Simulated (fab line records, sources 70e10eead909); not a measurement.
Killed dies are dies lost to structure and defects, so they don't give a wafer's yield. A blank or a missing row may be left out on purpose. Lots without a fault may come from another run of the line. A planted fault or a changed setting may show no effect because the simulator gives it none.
fab line records | flow nand_harc
record lots=13 wafers=39 last_day=34
route steps=1302 shown A_SLIT@924 A_SIN_REMOVE@951 A_WL_FILL@957
lots that met no fault: from a run of the same line without faults
start_h: hours from the record's first day to the start of the lot's first wafer shown | wait_h: hours since the lot's step before | " the same as in the row above | L1.1+2: a row that stands for several wafers | - no value, or no start given | * or withheld: withheld | < > ~ a bound
route shown NAME@n: a module of which the file shows steps, and the number in the route of the first | usual: mean/standard deviation of fault-free wafers | same: alike in all rows | chamber/n: place in a boat | sites: the reading at each site | _std_site: their standard deviation | _edge_site: outer sites' mean less inner sites' | radius_mm: how far each site lies from the wafer's centre | mask NAME#n: copy n | behind: the tool/chamber that last shaped the wafer | hold: why the lot was held/for how many hours/how that ended | device: the transistor (n, p or np) that didn't switch | end of line: the same wafers' tests at the end of the route | a step without rows: its recipe alone | killed: dies lost to structure and defects at the first sort, not the wafer's yield | map: a wafer's dies, x killed, . not, _ none there
set.NAME: the setting as run; set.NAME@STEP: as run at that earlier step | model.NAME: the simulator's own value behind a step, which no gauge read
steps of the route over a sample of lots; a table a step, a row a wafer
services: from which hour (start_h, from the record's first day; less than 0 if before it) a tool's chamber was out of use, for how many hours, and why
## steps
# step NHARC_A_SLIT_DEP_23
# recipe target_thk_a=1000 target_thk_nm=100 temp_c=400 pressure_torr=3.5 flow_sccm=200 rf_w=350 material=SiON
# usual heater_power_outer_w=448/67 heater_power_w=759/110
# columns lot.wafer tool chamber start_h wait_h heater_power_outer_w heater_power_w
L560.3 pecvd-02 0 442.17 1.9 545 927
L560.1 " 1 " " 415 690
L560.2 " 2 " " 417 709
L562.1 pecvd-03 2 465.54 3.2 445 749
L562.5 " 0 " " 524 889
L562.6 " 2 " " 439 745
L561.3 pecvd-02 2 466.82 1.9 437 754
L561.2 " 0 " " 507 909
L561.6 " 1 " " 482 798
L570.1 pecvd-02 1 540.36 3.2 437 731
L570.2 " 2 " " 379 663
L570.6 " 0 " " 544 937
L572.1 pecvd-02 0 552.53 3.2 460 816
L572.5 " 2 " " 420 695
L572.4 " 0 " " 464 833
L573.2 pecvd-02 2 567.52 2.6 445 741
L573.1 " 0 " " 552 965
L573.3 " 1 " " 467 776
L571.2 pecvd-02 2 569.26 2.6 393 703
L571.4 " 1 " " 481 789
L571.5 " 0 " " 505 910
L577.2 pecvd-01 1 602.91 2.5 438 736
L577.1 " 0 " " 476 744
L577.6 " 1 " " 447 713
L579.1 pecvd-03 2 647.63 3.2 437 755
L579.5 " 0 " " 451 795
L579.4 " 1 " " 568 883
L580.3 pecvd-03 1 649.06 1.9 529 880
L580.1 " 0 " " 503 883
L580.4 " 2 " " 374 680
L581.2 pecvd-01 0 651.02 2.5 472 762
L581.3 " 1 " " 482 779
L581.6 " 1 " " 495 777
L582.6 pecvd-03 2 678.95 0.1 370 647
L582.4 " 0 " " 528 914
L582.5 " 1 " " 598 949
L583.2 pecvd-01 0 697.64 2.5 457 728
L583.1 " 1 " " 449 701
L583.4 " 2 " " 337 624
# step NHARC_A_SLIT_STRIP_18
# recipe o2_flow_sccm=500 ar_flow_sccm=0 bias_w=0 chemistry=O2
# usual drypump_motor_current_A=5.9/0.46 oes_product_au=1.000/0.0099 rf_vpp_V=57.7/0.84 showerhead_plenum_p_Torr=3.53/0.12 throttle_valve_pct=17.036/0.0095
# columns lot.wafer tool chamber start_h wait_h drypump_motor_current_A oes_product_au rf_hours_counter_h rf_vpp_V showerhead_plenum_p_Torr throttle_valve_pct
L560.3 rie_diel-07 3 - - 5.4 1.015 7.2 58.4 3.57 17.032
L560.2 " 0 " " 5.5 0.997 10.2 57.4 3.38 17.030
L560.1 " 2 " " 5.7 1.002 9.1 58.4 3.74 17.035
L562.1 rie_diel-13 3 - - 6.0 0.999 6.3 58.0 3.67 17.036
L562.5 " 0 " " 5.8 0.999 - 56.8 3.33 17.033
L562.6 " 1 " " 6.8 1.003 - 58.6 3.64 17.031
L561.2 rie_diel-01 2 - - 5.4 1.004 3.9 57.2 3.49 17.059
L561.3 " 0 " " 5.5 1.008 5.8 58.2 3.57 17.056
L561.6 " 2 " " 5.4 1.004 - 56.8 3.49 17.023
L570.2 rie_diel-01 2 - - 5.4 1.004 9.4 57.5 3.49 17.023
L570.1 " 3 " " 6.3 1.008 8.9 58.3 3.61 17.047
L570.6 " 2 " " 5.4 1.003 - 58.2 3.49 17.048
L572.1 rie_diel-07 0 - - 5.5 1.010 4.8 57.5 3.38 17.036
L572.4 " 2 " " 5.7 1.014 4.7 57.5 3.74 17.038
L572.5 " 0 " " 5.4 0.996 - 57.5 3.38 17.038
L573.3 rie_diel-13 3 - - 6.0 0.997 3.0 58.3 3.66 17.034
L573.1 " 0 " " 5.8 0.996 3.1 59.5 3.33 17.046
L573.2 " 1 " " 6.9 0.997 3.3 58.5 3.64 17.023
L571.2 rie_diel-07 3 - - 5.4 1.010 6.0 58.6 3.56 17.044
L571.4 " 0 " " 5.4 1.005 5.5 57.1 3.38 17.050
L571.5 " 1 " " 6.5 1.005 - 56.8 3.42 17.023
L577.1 rie_diel-13 2 - - 5.6 0.994 3.3 57.7 3.44 17.041
L577.2 " 3 " " 6.1 0.979 3.8 58.5 3.66 17.038
L577.6 " 0 " " 5.8 0.979 - 57.6 3.33 17.024
L579.4 rie_diel-13 3 - - 6.1 0.996 7.4 57.9 3.66 17.026
L579.1 " 0 " " 5.8 0.994 8.2 57.6 3.33 17.025
L579.5 " 2 " " 5.6 1.008 - 56.7 3.44 17.040
L580.3 rie_diel-13 3 - - 6.0 0.993 7.5 58.5 3.66 17.033
L580.1 " 0 " " 5.8 0.980 8.3 56.9 3.33 17.041
L580.4 " 2 " " 5.6 0.996 6.7 57.3 3.44 17.052
L581.2 rie_diel-07 1 - - 6.5 1.004 0.0 57.7 3.41 17.033
L581.3 " 2 " " 5.8 1.008 0.0 57.8 3.73 17.035
L581.6 " 1 " " 6.5 0.997 - 58.4 3.41 17.029
L582.4 rie_diel-01 1 - - 6.0 1.000 5.3 58.3 3.55 17.031
L582.6 " 3 " " 6.3 1.005 - 58.2 3.61 17.025
L582.5 " 0 " " 5.5 0.991 - 57.2 3.56 17.026
L583.1 rie_diel-01 2 - - 5.4 0.994 6.4 57.5 3.48 17.036
L583.4 " 3 " " 6.3 1.004 6.5 57.1 3.61 17.031
L583.2 " 0 " " 5.5 1.015 6.7 57.1 3.56 17.034
# step NHARC_A_SIN_REMOVE_INSPECT_04
# usual raw_defect_count=379/74
# columns lot.wafer tool chamber start_h wait_h raw_defect_count
L560.1 defect_inspect-02 - 456.31 0.0 443
L560.2 " - " " 348
L560.3 " - " " 384
L562.1 defect_inspect-02 - 479.19 0.0 289
L562.5 " - " " 384
L562.6 " - " " 392
L561.2 defect_inspect-01 - 479.19 0.0 304
L561.3 " - " " 310
L561.6 " - " " 404
L570.1 defect_inspect-01 - 557.20 0.0 454
L570.2 " - " " 436
L570.6 " - " " 649
L572.1 defect_inspect-01 - 569.98 0.0 412
L572.4 " - " " 344
L572.5 " - " " 273
L573.1 defect_inspect-02 - 581.30 0.0 458
L573.2 " - " " 356
L573.3 " - " " 443
L571.2 defect_inspect-01 - 581.32 0.0 334
L571.4 " - " " 373
L571.5 " - " " 374
L577.1 defect_inspect-02 - 615.65 0.0 431
L577.2 " - " " 426
L577.6 " - " " 352
L579.1 defect_inspect-02 - 661.27 0.0 422
L579.4 " - " " 341
L579.5 " - " " 371
L580.1 defect_inspect-01 - 661.27 0.0 399
L580.3 " - " " 344
L580.4 " - " " 289
L581.2 defect_inspect-02 - 665.01 0.0 634
L581.3 " - " " 376
L581.6 " - " " 547
L582.4 defect_inspect-02 - 692.53 0.0 424
L582.5 " - " " 476
L582.6 " - " " 392
L583.1 defect_inspect-01 - 712.60 0.0 246
L583.2 " - " " 280
L583.4 " - " " 238
# step NHARC_A_WL_FILL_ETCHBACK_04
# recipe target_depth_a=600 time_s=120 chemistry=NF3
# usual drypump_motor_current_A=5.4/0.52 oes_product_au=0.998/0.0095 run_length_s=141.3/0.5
# columns lot.wafer tool chamber start_h wait_h drypump_motor_current_A oes_product_au rf_hours_counter_h run_length_s
L560.1 rie_metal-01 0 457.70 0.3 5.0 1.005 1.0 141.0
L560.2 " 1 " " 5.0 1.004 1.0 141.3
L560.3 " 0 " " 5.0 1.011 - 141.0
L562.1 rie_metal-02 0 480.54 0.3 6.2 0.979 0.1 141.6
L562.5 " 0 " " 6.2 0.980 - 141.8
L562.6 " 1 " " 4.8 0.990 - 142.4
L561.2 rie_metal-01 1 480.70 0.3 5.0 1.004 1.2 141.5
L561.3 " 0 " " 5.0 1.000 - 141.3
L561.6 " 0 " " 5.0 1.006 - 140.9
L570.2 rie_metal-03 1 558.62 0.3 5.5 0.995 0.3 141.1
L570.1 " 0 " " 5.9 1.010 0.3 140.5
L570.6 " 1 " " 5.5 0.993 - 141.1
L572.1 rie_metal-03 1 571.37 0.3 5.5 0.996 0.6 145.9
L572.4 " 0 " " 6.0 1.008 - 140.5
L572.5 " 0 " " 6.0 1.002 - 141.0
L573.1 rie_metal-02 0 582.66 0.3 6.2 0.994 2.1 141.6
L573.2 " 1 " " 4.8 0.986 2.1 142.0
L573.3 " 0 " " 6.2 0.995 - 141.6
L571.2 rie_metal-03 1 583.06 0.3 5.5 0.993 1.0 145.7
L571.4 " 0 " " 6.0 1.005 - 140.5
L571.5 " 1 " " 5.5 0.987 - 145.9
L577.1 rie_metal-02 1 617.17 0.3 4.8 0.989 2.6 141.7
L577.2 " 0 " " 6.2 0.990 2.6 141.6
L577.6 " 0 " " 6.2 0.987 - 141.7
L579.1 rie_metal-01 0 662.72 0.3 5.0 1.016 0.5 141.0
L579.4 " 1 " " 5.0 1.007 - 141.4
L579.5 " 1 " " 5.0 1.006 - 141.2
L580.1 rie_metal-02 0 662.77 0.3 6.2 1.002 0.2 142.1
L580.3 " 0 " " 6.2 1.004 - 142.0
L580.4 " 1 " " 4.8 0.987 - 141.6
L581.2 rie_metal-03 0 666.37 0.3 6.1 0.995 2.1 140.4
L581.3 " 0 " " 6.0 0.998 - 140.8
L581.6 " 1 " " 5.5 0.994 - 141.2
L582.4 rie_metal-01 0 694.02 0.3 5.0 1.003 - 141.1
L582.5 " 1 " " 5.0 0.992 - 141.8
L582.6 " 0 " " 5.0 0.996 - 140.9
L583.2 rie_metal-03 1 713.95 0.3 5.5 1.004 0.5 141.0
L583.1 " 0 " " 6.0 1.009 0.5 140.5
L583.4 " 1 " " 5.5 0.994 - 141.1
## services
# columns tool chamber start_h hours kind
rie_diel-07 3 426.51 13.0 repair
pecvd-03 0 431.68 6.2 repair
rie_metal-02 - 454.03 9.0 pm
rie_diel-07 - 471.20 9.0 pm
pecvd-03 - 479.70 0.6 repair
rie_diel-01 3 496.51 3.5 repair
rie_diel-13 - 519.00 9.0 pm
rie_metal-03 - 519.00 9.0 pm
rie_diel-01 - 526.81 0.2 repair
rie_diel-13 0 530.99 4.8 repair
rie_metal-01 - 531.94 1.6 repair
pecvd-03 - 547.09 13.0 pm
rie_diel-07 2 549.62 7.9 repair
rie_diel-01 - 557.80 9.0 pm
rie_metal-01 - 575.00 9.0 pm
pecvd-02 - 575.90 1.8 repair
pecvd-02 - 590.10 13.0 pm
rie_diel-07 2 613.31 6.1 repair
rie_diel-13 2 627.89 2.6 repair
rie_metal-02 1 629.82 4.7 repair
rie_metal-02 - 631.03 9.0 pm
rie_metal-03 1 631.93 1.5 repair
rie_diel-13 - 696.00 9.0 pm
rie_metal-03 - 696.00 9.0 pm
## key
first_sign step=NHARC_A_WL_FILL_ETCHBACK_04 reading=run_length_s direction=up sigmas=9 usual=* struck=*
effect none on later readings
met_at NHARC_A_WL_FILL_ETCHBACK_04
struck_lots L571,L572
struck_wafers L571.2,L571.5,L572.1
tester_left_out L571,L572
not_acting_at NHARC_A_SLIT_DEP_23,NHARC_A_SLIT_STRIP_18,NHARC_A_SIN_REMOVE_INSPECT_04
onset_between 558.62 571.37
fault kind=process_parameter_drift tool=rie_metal-03 chamber=1 onset_h=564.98 steps=NHARC_A_WL_FILL_ETCHBACK_04 channel=time_s offset=* shape=step end_h=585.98 acts_in=* stated=*
# tester_left_out: of these lots the tester's yield and bins aren't shown, on N5 and GAA mostly nor the transistor test; their killed dies are dies lost to structure and defects alone, not to doping, threshold or leakage, so they don't give the yield
